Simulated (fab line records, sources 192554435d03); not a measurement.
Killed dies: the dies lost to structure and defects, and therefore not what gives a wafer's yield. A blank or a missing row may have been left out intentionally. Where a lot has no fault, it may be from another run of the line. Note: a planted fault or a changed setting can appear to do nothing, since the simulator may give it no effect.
Split-lot study	flow n5 finfet	on a route of 1938 steps: 7 lots, 21 wafers read

== ON THE SPLIT ==
At N5_FIN_CUT_COAT_02 (resist thk 30 nm), the setting spin rpm was moved away from the recipe's 1500 rpm on 8 of the 21 wafers read, by -8.4% to +8.3%. All remaining wafers had this setting at the recipe value.

== FROM THE SPLIT TO THE READING: what the file shows between them, 2 steps ==
- N5_FIN_CUT_EBR_04
- N5_FIN_CUT_SOFTBAKE_03: time 60 s

== THE READING ==
CAR-EUV_of_FIN_CUT_COAT_02.thk nm (the simulator's own value, which no gauge read), in nm, at N5_FIN_CUT_DESCUM_13 (chemistry O2, time 7 s). There is no usual value for it anywhere in the file. Average 26.1 nm, standard deviation 0.1 nm, over the 13 wafers here run with the recipe.

wafer	tool, chamber at the split	spin rpm as run, rpm	against the recipe	CAR-EUV_of_FIN_CUT_COAT_02.thk nm, nm	against lot-mates on the recipe
L074.1	litho track-01, 0	1456	-2.9%	26.6	no lot-mate on the recipe
L074.4	litho track-01, 0	1456	-2.9%	26.6	no lot-mate on the recipe
L074.6	litho track-01, 0	1456	-2.9%	26.4	no lot-mate on the recipe
L078.1	litho track-04, 0	1500	recipe	26	-
L078.2	litho track-04, 0	1500	recipe	26	-
L078.6	litho track-04, 0	1500	recipe	26	-
L079.1	litho track-01, 0	1500	recipe	26	-
L079.2	litho track-01, 0	1500	recipe	26	-
L079.6	litho track-01, 0	1595	+6.3%	25.2	-0.8
L085.1	litho track-04, 0	1500	recipe	26.2	-
L085.5	litho track-04, 0	1500	recipe	26.2	-
L085.3	litho track-04, 0	1374	-8.4%	27.4	+1.2
L093.1	litho track-04, 0	1625	+8.3%	25	-1.2
L093.4	litho track-04, 0	1625	+8.3%	24.8	-1.4
L093.6	litho track-04, 0	1500	recipe	26.2	-
L094.4	litho track-01, 0	1545	+3.0%	25.6	-0.5
L094.5	litho track-01, 0	1500	recipe	26	-
L094.6	litho track-01, 0	1500	recipe	26.2	-
L095.1	litho track-04, 0	1500	recipe	26.2	-
L095.2	litho track-04, 0	1500	recipe	26.2	-
L095.6	litho track-04, 0	1500	recipe	26.2	-

FIT RESULTS
A straight line over all 21 wafers: CAR-EUV_of_FIN_CUT_COAT_02.thk nm changes by -0.148 nm for each +1% of spin rpm; r = -0.99; the points scatter about the line by 0.099 nm.
The same after taking each lot's own level away (the mean of its wafers on the recipe; 18 wafers): -0.148 nm for each +1%; r = -0.99; scatter 0.067 nm.
The reading moves by 1.2 nm for the largest change in spin rpm, on that fit.
The lots' own levels span 26.00 to 26.20 nm, that is 2.0 times the standard deviation above.
So the lot-to-lot level changes the slope little: the two slopes agree.
Check: with one of the wafers moved furthest among these (-8.4%) left out of the fit, the line predicts +1.26 nm for it against its lot-mates. It came out at +1.2 nm against them.

== THESE WAFERS: OTHER SPLITS ==
These wafers also went through other splits before the reading. Each is held against what the fit with the lots' levels taken away leaves over:
other split on the same wafers	wafers away from the commonest value	r with CAR-EUV_of_FIN_CUT_COAT_02.thk nm (lot level and that fit taken away)
N5_FIN_SAQP_SPACER1_ALD_24 temp c	6	-0.08

== THE WHOLE CHAIN: every reading that the file lists as answering this split, in the file's order ==
step	what it does	reading	change (the file's fit)	r (the file's)
N5_FIN_CUT_COAT_02	resist thk 30 nm	CAR-EUV_of_FIN_CUT_COAT_02.thk nm (the simulator's own value, which no gauge read)	-0.152 nm for each +1% of the setting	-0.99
N5_FIN_CUT_DESCUM_13	chemistry O2, time 7 s	CAR-EUV_of_FIN_CUT_COAT_02.thk nm (the simulator's own value, which no gauge read)	-0.145 nm for each +1% of the setting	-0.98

== THE FILE'S OWN FIT ==
CAR-EUV_of_FIN_CUT_COAT_02.thk nm changes by -0.145 nm for each +1% of spin rpm, r = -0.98.
